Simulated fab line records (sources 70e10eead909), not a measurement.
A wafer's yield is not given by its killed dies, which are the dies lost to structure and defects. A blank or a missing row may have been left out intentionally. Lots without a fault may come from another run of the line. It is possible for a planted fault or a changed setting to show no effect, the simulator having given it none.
What tool caused it?	flow nandHarc	14 lots, 42 wafers sampled, at 4 steps of a route of 1159

== WHAT THE GAUGES SHOWED, per wafer ==
The record holds no reading of a measuring or inspecting step that can be judged against a usual standard deviation.

== TOOL THAT RAN EACH LOT (tool first, then ch and the chambers of the sampled wafers, then the start) ==
lot	NHARC_P_BONDPAD_DEGAS_25	NHARC_P_BONDPAD_ANNEAL_28	NHARC_A_ZERO_WELL_IMPLANT_15	NHARC_A_ZERO_WELL_RTA_16
L956	pvdSputter-01, day 6 06:55	rtpAnneal-02 ch 0, day 6 07:59	implanter-01 ch 0, day 6 11:14	rtpAnneal-02 ch 0, day 6 11:35
L957	pvdSputter-03, day 6 19:39	rtpAnneal-02 ch 0, day 6 20:23	implanter-01 ch 0, day 6 23:31	rtpAnneal-01 ch 0, day 6 23:52
L958	pvdSputter-02, day 6 21:17	rtpAnneal-01 ch 0, day 6 22:07	implanter-01 ch 0, day 7 01:29	rtpAnneal-02 ch 0, day 7 02:13
L959	pvdSputter-01, day 7 10:47	rtpAnneal-02 ch 0, day 7 11:32	implanter-01 ch 0, day 7 14:38	rtpAnneal-01 ch 0, day 7 14:59
L961	pvdSputter-03, day 7 18:34	rtpAnneal-02 ch 0, day 7 19:20	implanter-02 ch 0, day 7 22:29	rtpAnneal-01 ch 0, day 7 22:50
L962	pvdSputter-02, day 8 06:01	rtpAnneal-02 ch 0, day 8 06:51	implanter-01 ch 0, day 8 09:55	rtpAnneal-01 ch 0, day 8 10:16
L963	pvdSputter-02, day 8 11:10	rtpAnneal-01 ch 0, day 8 11:58	implanter-02 ch 0, day 8 15:02	rtpAnneal-01 ch 0, day 8 15:23
L965	pvdSputter-02, day 8 21:57	rtpAnneal-01 ch 0, day 8 22:41	implanter-01 ch 0, day 9 01:54	rtpAnneal-01 ch 0, day 9 02:14
L969	pvdSputter-02, day 9 12:10	rtpAnneal-01 ch 0, day 9 12:56	implanter-02 ch 0, day 9 16:09	rtpAnneal-02 ch 0, day 9 16:29
L968	pvdSputter-03, day 9 13:17	rtpAnneal-02 ch 0, day 9 14:07	implanter-01 ch 0, day 9 17:21	rtpAnneal-01 ch 0, day 9 17:41
L975	pvdSputter-03, day 11 00:48	rtpAnneal-01 ch 0, day 11 01:35	implanter-02, day 11 04:41	rtpAnneal-01 ch 0, day 11 05:02
L977	pvdSputter-01, day 11 15:39	rtpAnneal-01 ch 0, day 11 16:30	implanter-01, day 11 19:26	rtpAnneal-02 ch 0, day 11 19:47
L978	pvdSputter-01, day 11 16:44	rtpAnneal-01 ch 0, day 11 17:28	implanter-02 ch 0, day 11 20:28	rtpAnneal-01 ch 0, day 11 20:49
L979	pvdSputter-02, day 12 07:05	rtpAnneal-01 ch 0, day 12 07:53	implanter-02 ch 0, day 12 10:59	rtpAnneal-02 ch 0, day 12 11:20
- NHARC_P_BONDPAD_DEGAS_25: time 60 s.
- NHARC_P_BONDPAD_ANNEAL_28: time 90 s.
- NHARC_A_ZERO_WELL_IMPLANT_15
- NHARC_A_ZERO_WELL_RTA_16: time 10 s.

== WHAT THE TOOLS THEMSELVES READ (means of the sampled wafers that have a number; where no wafer has one, the mark that the record gives instead) ==
NHARC_P_BONDPAD_DEGAS_25. Usual: heaterPowerW at 472 W, with a standard deviation of 28.
lot	tool	heaterPowerW (W)	flag
L956	pvdSputter-01	482	
L957	pvdSputter-03	463	
L958	pvdSputter-02	475	
L959	pvdSputter-01	490	
L961	pvdSputter-03	457	
L962	pvdSputter-02	461	
L963	pvdSputter-02	495	
L965	pvdSputter-02	450	
L969	pvdSputter-02	457	
L968	pvdSputter-03	443	
L975	pvdSputter-03	456	
L977	pvdSputter-01	473	
L978	pvdSputter-01	483	
L979	pvdSputter-02	485	

NHARC_P_BONDPAD_ANNEAL_28. Usual: wafer_temp_C_max at 225.95, with a standard deviation of 0.28.
lot	tool	wafer_temp_C_max	flag
L956	rtpAnneal-02	225.83	
L957	rtpAnneal-02	225.63	
L958	rtpAnneal-01	225.91	
L959	rtpAnneal-02	225.74	
L961	rtpAnneal-02	225.84	
L962	rtpAnneal-02	225.72	
L963	rtpAnneal-01	226.29	
L965	rtpAnneal-01	226.22	
L969	rtpAnneal-01	226.18	
L968	rtpAnneal-02	225.77	
L975	rtpAnneal-01	226.26	
L977	rtpAnneal-01	226.10	
L978	rtpAnneal-01	225.96	
L979	rtpAnneal-01	226.18	

NHARC_A_ZERO_WELL_IMPLANT_15. Usual: beamEnergyKeV 150.00, standard deviation 0.045; beamOnS 9.98 s, standard deviation 0.19.
lot	tool	beamEnergyKeV	beamOnS (s)	flag
L956	implanter-01	149.98	9.97	
L957	implanter-01	150.07	10.09	
L958	implanter-01	150.05	9.78	
L959	implanter-01	150.06	10.01	
L961	implanter-02	149.96	10.10	
L962	implanter-01	150.03	9.83	
L963	implanter-02	150.04	9.96	
L965	implanter-01	149.96	9.96	
L969	implanter-02	149.97	10.09	
L968	implanter-01	150.01	10.10	
L975	implanter-02	-	-	OFF
L977	implanter-01	-	-	OFF
L978	implanter-02	149.99	10.00	
L979	implanter-02	150.01	9.84	

NHARC_A_ZERO_WELL_RTA_16. Usual: lampPowerPct 30.7 %, standard deviation 2.1; lamp_zone_7_pct 31.2 %, standard deviation 2.1; wafer_temp_C_max 1004.1, standard deviation 1.2.
lot	tool	lampPowerPct (%)	lamp_zone_7_pct (%)	wafer_temp_C_max	flag
L956	rtpAnneal-02	28.2	28.6	1003.7	
L957	rtpAnneal-01	32.5	33.0	1004.4	
L958	rtpAnneal-02	28.2	28.7	1002.6	
L959	rtpAnneal-01	32.5	33.0	1004.7	
L961	rtpAnneal-01	32.5	33.0	1004.4	
L962	rtpAnneal-01	32.5	33.0	1004.8	
L963	rtpAnneal-01	32.5	33.0	1003.8	
L965	rtpAnneal-01	32.5	33.0	1005.5	
L969	rtpAnneal-02	28.2	28.7	1004.8	
L968	rtpAnneal-01	32.5	33.1	1004.7	
L975	rtpAnneal-01	32.5	33.0	1005.1	
L977	rtpAnneal-02	28.2	28.7	1002.8	
L978	rtpAnneal-01	32.5	33.0	1004.0	
L979	rtpAnneal-02	28.3	28.7	1002.6	

== THE ANSWER, worked out from the rows above alone ==
Rule: take the mean of a lot's wafers that have a number; if it is more than 3 standard deviations from the usual mean, the lot is off. A lot without any number at a reading at which 4 lots or more have one is off too. Any other lot the step has rows for is counted as sound. The gauges are gone through in route order, then the tools' own readings, and for those a lot's mean is taken as printed above. The first step at which some lot is off is used, and at that step the reading that is off furthest; a lot without a number counts as furthest.
Off at NHARC_A_ZERO_WELL_IMPLANT_15 (beamEnergyKeV): L975, L977. Without a number there: L975, L977.
A tool fits if, at that step or a process step before it, it ran every lot that is off, and no sound lot after the first of them. Of those tried, none fits.

== WHAT THE SIMULATOR PUT IN ==
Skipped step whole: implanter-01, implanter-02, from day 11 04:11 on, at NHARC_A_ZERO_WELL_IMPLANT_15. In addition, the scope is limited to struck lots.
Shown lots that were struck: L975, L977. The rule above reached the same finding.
